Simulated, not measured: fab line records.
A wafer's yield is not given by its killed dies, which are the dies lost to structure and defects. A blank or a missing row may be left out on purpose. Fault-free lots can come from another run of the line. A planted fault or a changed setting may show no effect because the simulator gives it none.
Which tool was responsible?    flow n5-finfet    12 lots with 33 wafers sampled at 5 steps, on a route of 1938 steps

## WHAT EACH GAUGE READ, for each wafer
No reading from a measuring or inspecting step in the record can be judged against a usual standard deviation.

## WHICH TOOL RAN EACH LOT (tool, then ch and the chambers of the sampled wafers, then the start)
lot   N5_BEOL_M10_ETCH_65                 N5_BEOL_M10_CURE_72            N5_BEOL_M10_SURFACE_TREAT_76  N5_BEOL_M10_CVD_75                N5_PASSIVATION_PROBE_49
L310  rie-diel-05 ch 2,3, day 11 01:24    uv-cure-02 ch 1, day 11 02:04  pvd-sputter-03, day 11 04:37  cvd-co-01 ch 1,2, day 11 04:41    -
L311  rie-diel-01 ch 0,3, day 11 13:45    uv-cure-03 ch 0, day 11 14:29  pvd-sputter-03, day 11 15:22  cvd-co-02 ch 0,2, day 11 15:39    -
L313  rie-diel-01 ch 1,2,3, day 12 06:36  uv-cure-01 ch 0, day 12 07:21  pvd-sputter-01, day 12 08:03  cvd-co-02 ch 0,1,2, day 12 08:09  -
L312  rie-diel-05 ch 0,1,3, day 12 06:37  uv-cure-02 ch 2, day 12 07:22  pvd-sputter-01, day 12 08:10  cvd-co-01 ch 1,2, day 12 08:16    prober-01, day 14 10:36
L316  rie-diel-05 ch 0,3, day 12 10:05    uv-cure-03 ch 0, day 12 10:45  pvd-sputter-01, day 12 12:19  cvd-co-02 ch 0,1,2, day 12 12:36  -
L318  rie-diel-05 ch 1,2,3, day 13 00:20  uv-cure-03 ch 1, day 13 01:00  pvd-sputter-01, day 13 01:48  cvd-co-01 ch 1,2, day 13 01:52    prober-02, day 15 01:00
L317  rie-diel-01 ch 0,2,3, day 13 00:34  uv-cure-01 ch 0, day 13 01:14  pvd-sputter-01, day 13 02:19  cvd-co-02 ch 1,2, day 13 02:23    -
L319  rie-diel-05 ch 1,2, day 13 00:53    uv-cure-01 ch 0, day 13 01:35  pvd-sputter-03, day 13 06:42  cvd-co-02 ch 1,2, day 13 06:56    -
L327  rie-diel-03 ch 0,3, day 16 05:08    uv-cure-03 ch 1, day 16 06:02  pvd-sputter-02, day 16 06:57  cvd-co-02 ch 0,1, day 16 07:07    prober-01, day 18 08:11
L328  rie-diel-01 ch 0,1, day 16 14:52    uv-cure-02 ch 2, day 16 15:31  pvd-sputter-02, day 16 16:27  cvd-co-02 ch 1,2, day 16 16:31    -
L331  rie-diel-05 ch 0,1,3, day 16 22:08  uv-cure-02 ch 2, day 16 22:50  pvd-sputter-02, day 16 23:32  cvd-co-01 ch 0,1,2, day 16 23:36  -
L330  rie-diel-03 ch 0,1, day 16 22:18    uv-cure-03 ch 2, day 16 23:00  pvd-sputter-01, day 17 01:02  cvd-co-02 ch 1,2, day 17 01:20    -
- N5_BEOL_M10_ETCH_65: etches SiARC in CF4, target depth 39 nm, time 65 s.
- N5_BEOL_M10_CURE_72: cures SiCOH lowk, time 120 s.
- N5_BEOL_M10_SURFACE_TREAT_76
- N5_BEOL_M10_CVD_75: deposits Co from CCTBA/H2, target thk 2 nm, time 138.9 s.
- N5_PASSIVATION_PROBE_49

## AS READ BY THE TOOLS THEMSELVES (means over the sampled wafers that have a number; for cases with no such wafer, the mark the record gives instead)
N5_BEOL_M10_ETCH_65. Usual: drypump-motor-current-A 5.5 A, standard deviation 0.55; etch-rf-on-time-s 65.2 s, standard deviation 2; oes-product-au 0.66 a.u., standard deviation 0.047; rf-vpp-V 184.4 V, standard deviation 1.1; showerhead-plenum-p-Torr 2.17 Torr, standard deviation 0.073; throttle-valve-pct 15.71 %, standard deviation 0.16.
lot   tool         drypump-motor-current-A (A)  etch-rf-on-time-s (s)  oes-product-au (a.u.)  rf-vpp-V (V)  showerhead-plenum-p-Torr (Torr)  throttle-valve-pct (%)  flag
L310  rie-diel-05  5.3                          63.8                   0.72                   185.4         2.26                             15.65                   
L311  rie-diel-01  5.7                          66.1                   0.62                   184.4         2.20                             15.64                   
L313  rie-diel-01  5.2                          64.6                   0.64                   184.5         2.19                             15.73                   
L312  rie-diel-05  5.5                          65.9                   0.68                   184.2         2.13                             15.70                   
L316  rie-diel-05  5.1                          66.4                   0.68                   184.2         2.20                             15.77                   
L318  rie-diel-05  5.3                          64.0                   0.70                   184.6         2.19                             15.66                   
L317  rie-diel-01  5.6                          66.7                   0.61                   184.0         2.18                             15.73                   
L319  rie-diel-05  5.7                          62.5                   0.70                   183.8         2.12                             15.58                   
L327  rie-diel-03  6.1                          63.4                   0.69                   185.0         2.24                             15.69                   
L328  rie-diel-01  5.8                          65.2                   0.65                   183.6         2.13                             15.55                   
L331  rie-diel-05  5.5                          65.7                   0.66                   183.7         2.12                             15.78                   
L330  rie-diel-03  5.5                          65.8                   0.61                   185.0         2.17                             15.73                   

N5_BEOL_M10_CURE_72. Usual: lamp-power-pct 52.31 %, standard deviation 0.053; wafer_temp_C_max 371.7, standard deviation 0.5.
lot   tool        lamp-power-pct (%)  wafer_temp_C_max  flag
L310  uv-cure-02  52.29               371.6             
L311  uv-cure-03  52.27               371.1             
L313  uv-cure-01  52.31               372.0             
L312  uv-cure-02  52.29               372.0             
L316  uv-cure-03  52.24               371.2             
L318  uv-cure-03  52.37               372.4             
L317  uv-cure-01  52.32               371.8             
L319  uv-cure-01  52.27               371.6             
L327  uv-cure-03  52.30               372.1             
L328  uv-cure-02  52.26               371.6             
L331  uv-cure-02  52.28               371.7             
L330  uv-cure-03  52.30               371.7             

N5_BEOL_M10_CVD_75. Usual: run-length-s 161.9 s, standard deviation 0.63.
lot   tool       run-length-s (s)  flag
L310  cvd-co-01  161.6             
L311  cvd-co-02  161.8             
L313  cvd-co-02  162.1             
L312  cvd-co-01  161.2             
L316  cvd-co-02  161.9             
L318  cvd-co-01  161.7             
L317  cvd-co-02  162.3             
L319  cvd-co-02  162.0             
L327  cvd-co-02  207.3             OFF
L328  cvd-co-02  207.1             OFF
L331  cvd-co-01  161.7             
L330  cvd-co-02  206.8             OFF

N5_PASSIVATION_PROBE_49. Usual: defect-limited-yield 91.7 %, standard deviation 1.5; killed_at_M0_to_M3 32, standard deviation 10; killed_at_M4_up 14, standard deviation 5.3; killed-at-contacts 13, standard deviation 5.7; killed-at-front-end 37, standard deviation 10; killed-at-other 3.3, standard deviation 2.5; killed-dies 98, standard deviation 18; killed-open 65, standard deviation 13; killed-short 31, standard deviation 7.5; sort_bin_5_function 4.9 %, standard deviation 0.91; sort_bin_6_memory 3.1 %, standard deviation 0.71; sort-n-pass 1082, standard deviation 18; sort-yield-pct 91.7 %, standard deviation 1.5.
lot   tool       defect-limited-yield (%)  killed_at_M0_to_M3  killed_at_M4_up  killed-at-contacts  killed-at-front-end  killed-at-other  killed-dies  killed-open  killed-short  sort_bin_5_function (%)  sort_bin_6_memory (%)  sort-n-pass  sort-yield-pct (%)  flag
L312  prober-01  91.8                      35                  12               12                  37                   1.0              97           70           26            4.6                      3.5                    1083         91.8                
L318  prober-02  90.1                      40                  14               25                  37                   2.7              117          81           33            5.4                      4.1                    1063         90.1                
L327  prober-01  92.0                      20                  10               20                  40                   5.5              94           66           24            5.1                      2.8                    1086         92.0                

## THE ANSWER, worked out from the rows above alone
Rule: lot off if the mean of its wafers having a number is beyond 3 standard deviations from the usual mean. Also off: a lot with no number at a reading for which 4 or more lots have one. Any other lot the step has rows for is counted as sound. Order of review: gauges by route order, followed by the tools' own readings, for which a lot's mean as printed above is used. At the first step where some lot is off, the reading lying furthest off is the one used; lots without a number count as furthest.
Off, at N5_BEOL_M10_CVD_75 on run-length-s: L327, L328, L330.
A tool fits if, at that step or a process step before it, it ran every lot that is off, and no sound lot after the first of them. One candidate fits, namely cvd-co-02 at N5_BEOL_M10_CVD_75. Its last sound lot is L319 (day 13 06:56), its first lot that is off L327 (day 16 07:07): a fault that began between those two fits.
The tool's own readings at N5_BEOL_M10_CVD_75 bear it out: on the lots that are off they differ by more than 5 times the standard deviation of the sound lots' means. run-length-s reads 207.1 s there against 161.8 s on the sound lots.

## WHAT HAD BEEN PUT IN BY THE SIMULATOR
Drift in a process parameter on cvd-co-02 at N5_BEOL_M10_CVD_75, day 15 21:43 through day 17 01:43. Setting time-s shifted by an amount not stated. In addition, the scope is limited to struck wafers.
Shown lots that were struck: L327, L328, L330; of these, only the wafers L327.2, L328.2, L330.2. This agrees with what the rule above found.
